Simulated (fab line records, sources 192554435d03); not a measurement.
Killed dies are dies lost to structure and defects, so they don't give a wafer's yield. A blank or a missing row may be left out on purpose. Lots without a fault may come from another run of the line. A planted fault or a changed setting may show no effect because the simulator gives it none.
Split-lot experiment | flow n5_finfet | 7 lots, 21 wafers read, on a route of 1938 steps

THE SPLIT
At N5_MOL_CONTACT_COAG_COAT_64 (time 60 s, resist thk 10 nm), the setting spin_rpm was moved away from the recipe's 1500 rpm on 9 of the 21 wafers read, by -4.2% to +8.7%. The other wafers ran this setting at the recipe's value.

FROM THE SPLIT TO THE READING: what the file shows between them, 3 steps
- N5_MOL_CONTACT_COAG_COAT_34: resist thk 40 nm
- N5_MOL_CONTACT_COAG_EBR_36
- N5_MOL_CONTACT_COAG_DESCUM_45: chemistry O2, time 7 s

THE READING
etch.depth_nm (the simulator's own value, which no gauge read), in nm, at N5_MOL_CONTACT_COAG_ETCH_65 (etches underlayer in N2/H2, target depth 13 nm, time 10.4 s). The file gives no usual value for it. The 12 wafers here that ran the recipe average 10.006 nm, standard deviation 0.028 nm.

wafer  | tool, chamber at the split | spin_rpm as run, rpm | against the recipe | etch.depth_nm, nm | against lot-mates on the recipe
L074.3 | litho_track-02, 0          | 1445                 | -3.7%              | 10.14             | +0.158
L074.5 | litho_track-02, 0          | 1500                 | recipe             | 9.982             | -
L074.6 | litho_track-02, 0          | 1445                 | -3.7%              | 10.19             | +0.208
L076.1 | litho_track-01, 0          | 1451                 | -3.3%              | 10.15             | +0.178
L076.4 | litho_track-01, 0          | 1451                 | -3.3%              | 10.15             | +0.178
L076.6 | litho_track-01, 0          | 1500                 | recipe             | 9.972             | -
L079.1 | litho_track-05, 0          | 1500                 | recipe             | 10.02             | -
L079.6 | litho_track-05, 0          | 1500                 | recipe             | 10.02             | -
L079.2 | litho_track-05, 0          | 1500                 | recipe             | 10.01             | -
L082.4 | litho_track-02, 0          | 1500                 | recipe             | 9.976             | -
L082.5 | litho_track-02, 0          | 1500                 | recipe             | 9.984             | -
L082.6 | litho_track-02, 0          | 1500                 | recipe             | 9.965             | -
L085.4 | litho_track-01, 0          | 1582                 | +5.5%              | 9.787             | -0.243
L085.5 | litho_track-01, 0          | 1500                 | recipe             | 10.05             | -
L085.6 | litho_track-01, 0          | 1500                 | recipe             | 10.01             | -
L087.1 | litho_track-05, 0          | 1437                 | -4.2%              | 10.21             | +0.180
L087.2 | litho_track-05, 0          | 1500                 | recipe             | 10.03             | -
L087.4 | litho_track-05, 0          | 1437                 | -4.2%              | 10.24             | +0.210
L090.2 | litho_track-01, 0          | 1500                 | recipe             | 10.05             | -
L090.5 | litho_track-01, 0          | 1630                 | +8.7%              | 9.627             | -0.423
L090.6 | litho_track-01, 0          | 1630                 | +8.7%              | 9.628             | -0.422

THE FIT
A straight line over all 21 wafers: etch.depth_nm changes by -0.0444 nm for each +1% of spin_rpm; r = -0.99; the points scatter about the line by 0.027 nm.
The same after taking each lot's own level away (the mean of its wafers on the recipe; 21 wafers): -0.0485 nm for each +1%; r = -1.00; scatter 0.015 nm.
On that fit, the largest move of spin_rpm shifts the reading by 0.42 nm.
The lots' own levels span 9.9720 to 10.0500 nm, that is 2.7 times the standard deviation above.
So the lot-to-lot level changes the slope little: the two slopes agree.
Check: with one of the wafers moved furthest among these (+8.7%) left out of the fit, the line predicts -0.416 nm for it against its lot-mates. It came out at -0.423 nm against them.

OTHER SPLITS ON THESE WAFERS
These wafers also went through other splits before the reading. Each is held against what the fit with the lots' levels taken away leaves over:
other split on the same wafers               | wafers away from the commonest value | r with etch.depth_nm (lot level and that fit taken away)
N5_MOL_CONTACT_COAG_EXPOSE_05 dose_mj        | 7                                    | +0.31
N5_MOL_CONTACT_COAG_CONTACT_ETCH_14 source_w | 9                                    | -0.08
N5_MOL_CONTACT_COAG_ETCHBACK_135 time_s      | 4                                    | -0.38

THE WHOLE CHAIN: every reading that the file lists as answering this split, in the file's order
step                        | what it does                                                | reading                                                                                        | change (the file's fit)                | r (the file's)
N5_MOL_CONTACT_COAG_COAT_64 | time 60 s, resist thk 10 nm                                 | underlayer_of_MOL_CONTACT_COAG_COAT_64.thk_nm (the simulator's own value, which no gauge read) | -0.0462 nm for each +1% of the setting | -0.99
N5_MOL_CONTACT_COAG_ETCH_65 | etches underlayer in N2/H2, target depth 13 nm, time 10.4 s | CAR-EUV_of_MOL_CONTACT_COAG_COAT_34.thk_nm (the simulator's own value, which no gauge read)    | +0.069 nm for each +1% of the setting  | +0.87
N5_MOL_CONTACT_COAG_ETCH_65 | etches underlayer in N2/H2, target depth 13 nm, time 10.4 s | etch.depth_nm (the simulator's own value, which no gauge read)                                 | -0.0484 nm for each +1% of the setting | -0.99

THE FILE'S OWN FIT
etch.depth_nm changes by -0.0484 nm for each +1% of spin_rpm, r = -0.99.
